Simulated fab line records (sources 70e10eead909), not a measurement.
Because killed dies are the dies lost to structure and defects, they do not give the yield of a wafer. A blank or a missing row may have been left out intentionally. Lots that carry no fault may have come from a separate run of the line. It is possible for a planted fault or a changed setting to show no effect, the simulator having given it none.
What tool caused it? :: flow nand_harc :: Sampling: 12 lots, 36 wafers, 5 of 1302 route steps

WHAT THE GAUGES READ, wafer by wafer
NHARC_END_SORT_01. Usual: killed_at_array 47, standard deviation 18; killed_at_other 0.9, standard deviation 1.1; killed_at_periphery 4, standard deviation 3.1; killed_dies 52, standard deviation 18; killed_open 3.1, standard deviation 1.5; killed_short 2.4, standard deviation 1.5.
lot: L124
measured: day 30 18:03
on: prober-01
killed_at_array: 293 30 48
killed_at_other: 0 2 1
killed_at_periphery: 1 2 1
killed_dies: 294 34 50
killed_open: 4 1 3
killed_short: 3 2 2
flag: OFF

lot: L127
measured: day 32 06:06
on: prober-01
killed_at_array: 44 255 57
killed_at_other: 2 0 0
killed_at_periphery: 1 2 2
killed_dies: 47 257 59
killed_open: 0 3 5
killed_short: 2 4 1
flag: OFF

TOOL THAT RAN EACH LOT (tool first, then ch and the chambers of the sampled wafers, then the start)
lot: L109
NHARC_A_CONTACT_DEP_85: pecvd-01 ch 0,1, day 22 17:55
NHARC_A_CONTACT_ETCH_30: rie_diel-02 ch 0,2,3, day 22 19:12
NHARC_A_CONTACT_ETCH_138: har_cap_etch-01 ch 0,1, day 22 20:49
NHARC_A_CONTACT_ETCH_92: rie_diel-06 ch 0,1, day 22 21:39

lot: L111
NHARC_A_CONTACT_DEP_85: pecvd-03 ch 0,2, day 24 11:07
NHARC_A_CONTACT_ETCH_30: rie_diel-02 ch 0,1,3, day 24 12:49
NHARC_A_CONTACT_ETCH_138: har_cap_etch-02 ch 0,1, day 24 14:26
NHARC_A_CONTACT_ETCH_92: rie_diel-06 ch 1,2, day 24 15:19

lot: L115
NHARC_A_CONTACT_DEP_85: pecvd-03 ch 0,1, day 24 21:24
NHARC_A_CONTACT_ETCH_30: rie_diel-01 ch 0,1,3, day 24 23:04
NHARC_A_CONTACT_ETCH_138: har_cap_etch-01 ch 1, day 25 00:47
NHARC_A_CONTACT_ETCH_92: rie_diel-06 ch 1,2, day 25 01:38

lot: L114
NHARC_A_CONTACT_DEP_85: pecvd-01 ch 0,2, day 24 23:07
NHARC_A_CONTACT_ETCH_30: rie_diel-06 ch 0,2,3, day 25 00:39
NHARC_A_CONTACT_ETCH_138: har_cap_etch-03 ch 0,1, day 25 02:22
NHARC_A_CONTACT_ETCH_92: rie_diel-02 ch 0,3, day 25 04:17

lot: L116
NHARC_A_CONTACT_DEP_85: pecvd-03 ch 1,2, day 25 07:22
NHARC_A_CONTACT_ETCH_30: rie_diel-02 ch 1,2,3, day 25 08:40
NHARC_A_CONTACT_ETCH_138: har_cap_etch-03 ch 0,1, day 25 10:17
NHARC_A_CONTACT_ETCH_92: rie_diel-02 ch 0,2, day 25 11:07

lot: L117
NHARC_A_CONTACT_DEP_85: pecvd-01 ch 0,1, day 25 22:49
NHARC_A_CONTACT_ETCH_30: rie_diel-01 ch 0,1,2, day 26 00:14
NHARC_A_CONTACT_ETCH_138: har_cap_etch-03 ch 0,1, day 26 01:51
NHARC_A_CONTACT_ETCH_92: rie_diel-02 ch 1,2,3, day 26 02:42

lot: L119
NHARC_A_CONTACT_DEP_85: pecvd-01 ch 0,2, day 27 05:25
NHARC_A_CONTACT_ETCH_30: rie_diel-02 ch 2,3, day 27 06:49
NHARC_A_CONTACT_ETCH_138: har_cap_etch-02 ch 1, day 27 08:28
NHARC_A_CONTACT_ETCH_92: rie_diel-06 ch 0,1,2, day 27 09:16

lot: L120
NHARC_A_CONTACT_DEP_85: pecvd-01 ch 0,1, day 27 07:07
NHARC_A_CONTACT_ETCH_30: rie_diel-02 ch 0,2, day 27 08:26
NHARC_A_CONTACT_ETCH_138: har_cap_etch-03 ch 0,1, day 27 10:15
NHARC_A_CONTACT_ETCH_92: rie_diel-01 ch 0,1,3, day 27 11:01

lot: L121
NHARC_A_CONTACT_DEP_85: pecvd-04 ch 1,2, day 28 03:05
NHARC_A_CONTACT_ETCH_30: rie_diel-02 ch 1,2,3, day 28 04:35
NHARC_A_CONTACT_ETCH_138: har_cap_etch-01 ch 0,1, day 28 06:15
NHARC_A_CONTACT_ETCH_92: rie_diel-02 ch 0,1,3, day 28 07:02

lot: L123
NHARC_A_CONTACT_DEP_85: pecvd-01 ch 1,2, day 28 08:18
NHARC_A_CONTACT_ETCH_30: rie_diel-06 ch 1,2,3, day 28 09:46
NHARC_A_CONTACT_ETCH_138: har_cap_etch-02 ch 0,1, day 28 11:47
NHARC_A_CONTACT_ETCH_92: rie_diel-06 ch 0,1,2, day 28 12:44

lot: L124
NHARC_A_CONTACT_DEP_85: pecvd-03 ch 0,1, day 28 16:01
NHARC_A_CONTACT_ETCH_30: rie_diel-02 ch 0,1,3, day 28 17:25
NHARC_A_CONTACT_ETCH_138: har_cap_etch-02 ch 0,1, day 28 19:05
NHARC_A_CONTACT_ETCH_92: rie_diel-02 ch 0,1,3, day 28 19:56

lot: L127
NHARC_A_CONTACT_DEP_85: pecvd-03 ch 0,1,2, day 30 01:47
NHARC_A_CONTACT_ETCH_30: rie_diel-02 ch 0,2, day 30 03:02
NHARC_A_CONTACT_ETCH_138: har_cap_etch-03 ch 0,1, day 30 04:40
NHARC_A_CONTACT_ETCH_92: rie_diel-02 ch 0,2,3, day 30 05:30
- NHARC_A_CONTACT_DEP_85: deposits SiON, target thk 60 nm.
- NHARC_A_CONTACT_ETCH_30: etches the open film in CF4/CHF3, target depth 72.6 nm, time 36.3 s.
- NHARC_A_CONTACT_ETCH_138: etches the open film in C4F8/O2/Ar, time 311 s, target depth 1914 nm.
- NHARC_A_CONTACT_ETCH_92: etches the open film in CH3F/O2, target depth 40 nm, time 85.7 s.

WHAT THE TOOLS THEMSELVES READ (means of the sampled wafers that have a number; where no wafer has one, the mark that the record gives instead)
NHARC_A_CONTACT_DEP_85. Usual: heater_power_w 731 W, standard deviation 120; rf_fwd_power_W 348.4 W, standard deviation 1.3.
lot: L109
tool: pecvd-01
heater_power_w (W): 793
rf_fwd_power_W (W): 348.5
flag: 

lot: L111
tool: pecvd-03
heater_power_w (W): 780
rf_fwd_power_W (W): 349.0
flag: 

lot: L115
tool: pecvd-03
heater_power_w (W): 708
rf_fwd_power_W (W): 348.6
flag: 

lot: L114
tool: pecvd-01
heater_power_w (W): 603
rf_fwd_power_W (W): 348.5
flag: 

lot: L116
tool: pecvd-03
heater_power_w (W): 767
rf_fwd_power_W (W): 348.2
flag: 

lot: L117
tool: pecvd-01
heater_power_w (W): 760
rf_fwd_power_W (W): 347.3
flag: 

lot: L119
tool: pecvd-01
heater_power_w (W): 655
rf_fwd_power_W (W): 349.2
flag: 

lot: L120
tool: pecvd-01
heater_power_w (W): 761
rf_fwd_power_W (W): 346.2
flag: 

lot: L121
tool: pecvd-04
heater_power_w (W): 835
rf_fwd_power_W (W): 347.2
flag: 

lot: L123
tool: pecvd-01
heater_power_w (W): 724
rf_fwd_power_W (W): 349.0
flag: 

lot: L124
tool: pecvd-03
heater_power_w (W): 660
rf_fwd_power_W (W): 348.0
flag: 

lot: L127
tool: pecvd-03
heater_power_w (W): 727
rf_fwd_power_W (W): 348.9
flag: 

NHARC_A_CONTACT_ETCH_30. Usual: drypump_motor_current_A 5.8 A, standard deviation 0.36; oes_product_au 0.929 a.u., standard deviation 0.018; rf_fwd_power_W 492.8 W, standard deviation 2; rf_vpp_V 369.2 V, standard deviation 2.6; showerhead_plenum_p_Torr 1.53 Torr, standard deviation 0.077; throttle_valve_pct 16.802 %, standard deviation 0.0095.
lot: L109
tool: rie_diel-02
drypump_motor_current_A (A): 5.9
oes_product_au (a.u.): 0.924
rf_fwd_power_W (W): 491.9
rf_vpp_V (V): 369.1
showerhead_plenum_p_Torr (Torr): 1.54
throttle_valve_pct (%): 16.794
flag: 

lot: L111
tool: rie_diel-02
drypump_motor_current_A (A): 5.8
oes_product_au (a.u.): 0.928
rf_fwd_power_W (W): 492.8
rf_vpp_V (V): 369.1
showerhead_plenum_p_Torr (Torr): 1.54
throttle_valve_pct (%): 16.798
flag: 

lot: L115
tool: rie_diel-01
drypump_motor_current_A (A): 5.5
oes_product_au (a.u.): 0.954
rf_fwd_power_W (W): 492.7
rf_vpp_V (V): 369.3
showerhead_plenum_p_Torr (Torr): 1.54
throttle_valve_pct (%): 16.801
flag: 

lot: L114
tool: rie_diel-06
drypump_motor_current_A (A): 5.7
oes_product_au (a.u.): 0.934
rf_fwd_power_W (W): 494.2
rf_vpp_V (V): 372.2
showerhead_plenum_p_Torr (Torr): 1.63
throttle_valve_pct (%): 16.802
flag: 

lot: L116
tool: rie_diel-02
drypump_motor_current_A (A): 5.8
oes_product_au (a.u.): 0.925
rf_fwd_power_W (W): 492.5
rf_vpp_V (V): 367.4
showerhead_plenum_p_Torr (Torr): 1.47
throttle_valve_pct (%): 16.808
flag: 

lot: L117
tool: rie_diel-01
drypump_motor_current_A (A): 5.7
oes_product_au (a.u.): 0.926
rf_fwd_power_W (W): 492.5
rf_vpp_V (V): 369.1
showerhead_plenum_p_Torr (Torr): 1.55
throttle_valve_pct (%): 16.800
flag: 

lot: L119
tool: rie_diel-02
drypump_motor_current_A (A): 5.8
oes_product_au (a.u.): 0.928
rf_fwd_power_W (W): 492.5
rf_vpp_V (V): 366.5
showerhead_plenum_p_Torr (Torr): 1.47
throttle_valve_pct (%): 16.812
flag: 

lot: L120
tool: rie_diel-02
drypump_motor_current_A (A): 5.9
oes_product_au (a.u.): 0.931
rf_fwd_power_W (W): 490.4
rf_vpp_V (V): 371.2
showerhead_plenum_p_Torr (Torr): 1.59
throttle_valve_pct (%): 16.797
flag: 

lot: L121
tool: rie_diel-02
drypump_motor_current_A (A): 5.8
oes_product_au (a.u.): 0.924
rf_fwd_power_W (W): 493.4
rf_vpp_V (V): 366.8
showerhead_plenum_p_Torr (Torr): 1.47
throttle_valve_pct (%): 16.800
flag: 

lot: L123
tool: rie_diel-06
drypump_motor_current_A (A): 6.0
oes_product_au (a.u.): 0.922
rf_fwd_power_W (W): 495.0
rf_vpp_V (V): 373.1
showerhead_plenum_p_Torr (Torr): 1.64
throttle_valve_pct (%): 16.810
flag: 

lot: L124
tool: rie_diel-02
drypump_motor_current_A (A): 5.9
oes_product_au (a.u.): 0.877
rf_fwd_power_W (W): 492.2
rf_vpp_V (V): 369.3
showerhead_plenum_p_Torr (Torr): 1.54
throttle_valve_pct (%): 16.794
flag: 

lot: L127
tool: rie_diel-02
drypump_motor_current_A (A): 5.9
oes_product_au (a.u.): 0.935
rf_fwd_power_W (W): 491.7
rf_vpp_V (V): 368.5
showerhead_plenum_p_Torr (Torr): 1.52
throttle_valve_pct (%): 16.810
flag: 

NHARC_A_CONTACT_ETCH_92. Usual: drypump_motor_current_A 5.9 A, standard deviation 0.42; oes_product_au 0.933 a.u., standard deviation 0.028; rf_fwd_power_W 496.4 W, standard deviation 1.5; rf_vpp_V 244.2 V, standard deviation 2.1; showerhead_plenum_p_Torr 2.44 Torr, standard deviation 0.14; throttle_valve_pct 20.664 %, standard deviation 0.009.
lot: L109
tool: rie_diel-06
drypump_motor_current_A (A): 6.5
oes_product_au (a.u.): 0.914
rf_fwd_power_W (W): 497.4
rf_vpp_V (V): 246.0
showerhead_plenum_p_Torr (Torr): 2.58
throttle_valve_pct (%): 20.667
flag: 

lot: L111
tool: rie_diel-06
drypump_motor_current_A (A): 6.3
oes_product_au (a.u.): 0.918
rf_fwd_power_W (W): 495.9
rf_vpp_V (V): 246.9
showerhead_plenum_p_Torr (Torr): 2.61
throttle_valve_pct (%): 20.662
flag: 

lot: L115
tool: rie_diel-06
drypump_motor_current_A (A): 6.3
oes_product_au (a.u.): 0.919
rf_fwd_power_W (W): 498.2
rf_vpp_V (V): 246.3
showerhead_plenum_p_Torr (Torr): 2.61
throttle_valve_pct (%): 20.652
flag: 

lot: L114
tool: rie_diel-02
drypump_motor_current_A (A): 5.9
oes_product_au (a.u.): 0.990
rf_fwd_power_W (W): 495.8
rf_vpp_V (V): 244.0
showerhead_plenum_p_Torr (Torr): 2.41
throttle_valve_pct (%): 20.660
flag: 

lot: L116
tool: rie_diel-02
drypump_motor_current_A (A): 5.9
oes_product_au (a.u.): 0.940
rf_fwd_power_W (W): 495.9
rf_vpp_V (V): 243.1
showerhead_plenum_p_Torr (Torr): 2.39
throttle_valve_pct (%): 20.659
flag: 

lot: L117
tool: rie_diel-02
drypump_motor_current_A (A): 5.8
oes_product_au (a.u.): 0.922
rf_fwd_power_W (W): 497.2
rf_vpp_V (V): 242.3
showerhead_plenum_p_Torr (Torr): 2.30
throttle_valve_pct (%): 20.667
flag: 

lot: L119
tool: rie_diel-06
drypump_motor_current_A (A): 5.9
oes_product_au (a.u.): 0.910
rf_fwd_power_W (W): 495.3
rf_vpp_V (V): 246.4
showerhead_plenum_p_Torr (Torr): 2.58
throttle_valve_pct (%): 20.660
flag: 

lot: L120
tool: rie_diel-01
drypump_motor_current_A (A): 5.5
oes_product_au (a.u.): 1.001
rf_fwd_power_W (W): 496.3
rf_vpp_V (V): 243.5
showerhead_plenum_p_Torr (Torr): 2.40
throttle_valve_pct (%): 20.668
flag: 

lot: L121
tool: rie_diel-02
drypump_motor_current_A (A): 5.9
oes_product_au (a.u.): 0.920
rf_fwd_power_W (W): 495.7
rf_vpp_V (V): 243.3
showerhead_plenum_p_Torr (Torr): 2.40
throttle_valve_pct (%): 20.665
flag: 

lot: L123
tool: rie_diel-06
drypump_motor_current_A (A): 5.9
oes_product_au (a.u.): 0.911
rf_fwd_power_W (W): 496.6
rf_vpp_V (V): 245.6
showerhead_plenum_p_Torr (Torr): 2.57
throttle_valve_pct (%): 20.663
flag: 

lot: L124
tool: rie_diel-02
drypump_motor_current_A (A): 5.9
oes_product_au (a.u.): 0.927
rf_fwd_power_W (W): 494.6
rf_vpp_V (V): 243.5
showerhead_plenum_p_Torr (Torr): 2.40
throttle_valve_pct (%): 20.672
flag: 

lot: L127
tool: rie_diel-02
drypump_motor_current_A (A): 5.9
oes_product_au (a.u.): 0.924
rf_fwd_power_W (W): 497.0
rf_vpp_V (V): 244.2
showerhead_plenum_p_Torr (Torr): 2.39
throttle_valve_pct (%): 20.663
flag: 

THE ANSWER, worked out from the rows above alone
Rule: a lot is off if the mean of its wafers that have a number lies more than 3 standard deviations from the usual mean. A lot without any number at a reading at which 4 lots or more have one is off too. Any other lot the step has rows for is counted as sound. Order of review: gauges by route order, followed by the tools' own readings, for which a lot's mean as printed above is used. At the first step where some lot is off, the reading lying furthest off is the one used; lots without a number count as furthest.
Off, at NHARC_END_SORT_01 on killed_at_array: L124, L127. Neither off nor sound, because the step has no rows for them: L109, L111, L115, L114, L116, L117, L119, L120, L121, L123.
A tool fits if, at a process step before that reading, it ran every lot that is off, and no sound lot after the first of them. Those tools and the gauges at NHARC_END_SORT_01 are tried in the same way. Can't be told from this: 3 tools fit, pecvd-03 at NHARC_A_CONTACT_DEP_85, rie_diel-02 at NHARC_A_CONTACT_ETCH_30 and NHARC_A_CONTACT_ETCH_92, prober-01 at NHARC_END_SORT_01.

WHAT HAD BEEN PUT IN BY THE SIMULATOR
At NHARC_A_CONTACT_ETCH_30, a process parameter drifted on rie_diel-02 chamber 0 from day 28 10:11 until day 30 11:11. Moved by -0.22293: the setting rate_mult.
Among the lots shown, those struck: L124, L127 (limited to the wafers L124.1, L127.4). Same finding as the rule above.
